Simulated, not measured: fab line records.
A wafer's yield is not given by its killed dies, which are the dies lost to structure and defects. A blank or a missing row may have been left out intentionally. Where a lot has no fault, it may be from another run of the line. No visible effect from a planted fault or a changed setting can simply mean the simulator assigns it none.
Matching of chambers :: flow nand_harc :: pecvd-01 running NHARC_P_M2_DEP_33: 3 sister chambers
The step deposits SiCN, target thk 30 nm. 3 wafers are shown with their chamber, then 10 later ones without.

## EACH WAFER AND ITS CHAMBER
wafer: L088.1
chamber: 0
heater_power_w (W): 650

wafer: L087.3
chamber: 2
heater_power_w (W): 611

wafer: L087.5
chamber: 1
heater_power_w (W): 518

## WAFERS WITH NO CHAMBER GIVEN
wafer: L087.6
heater_power_w (W): 680

wafer: L091.2
heater_power_w (W): 663

wafer: L091.5
heater_power_w (W): 499

wafer: L091.6
heater_power_w (W): 672

wafer: L094.3
heater_power_w (W): 745

wafer: L094.5
heater_power_w (W): 546

wafer: L094.6
heater_power_w (W): 729

wafer: L096.2
heater_power_w (W): 738

wafer: L096.5
heater_power_w (W): 658

wafer: L096.6
heater_power_w (W): 487

## CHAMBER TAKEN BY EACH
wafer: L087.6
from the rows above: can't be placed: 0 or 2
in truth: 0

wafer: L091.2
from the rows above: can't be placed: 0 or 2
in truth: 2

wafer: L091.5
from the rows above: can't be placed: 1 or 2
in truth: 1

wafer: L091.6
from the rows above: can't be placed: 0 or 2
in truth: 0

wafer: L094.3
from the rows above: can't be placed: 0 or 2
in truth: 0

wafer: L094.5
from the rows above: can't be placed: 1 or 2 or 0
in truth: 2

wafer: L094.6
from the rows above: can't be placed: 0 or 2
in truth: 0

wafer: L096.2
from the rows above: can't be placed: 0 or 2
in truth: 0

wafer: L096.5
from the rows above: can't be placed: 0 or 2
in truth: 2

wafer: L096.6
from the rows above: can't be placed: 1 or 2
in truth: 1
0 of 10 placed correctly. Unplaceable from these rows: 10, with the true chamber sitting among the candidates in 10. Placed wrongly: 0.
How it was worked out, from the rows above alone: a wafer's distance from a chamber is the root of the sum, over the readings, of the square of ((its reading less the chamber's mean) divided by the reading's scatter). If the next closest chamber is less than 2 further off than the closest, the wafer can't be placed; otherwise it belongs to the closest. Each chamber's mean is taken over the wafers shown for it. The scatter: root of mean squared gap, hidden wafer to nearest shown wafer, with one shown wafer a chamber.
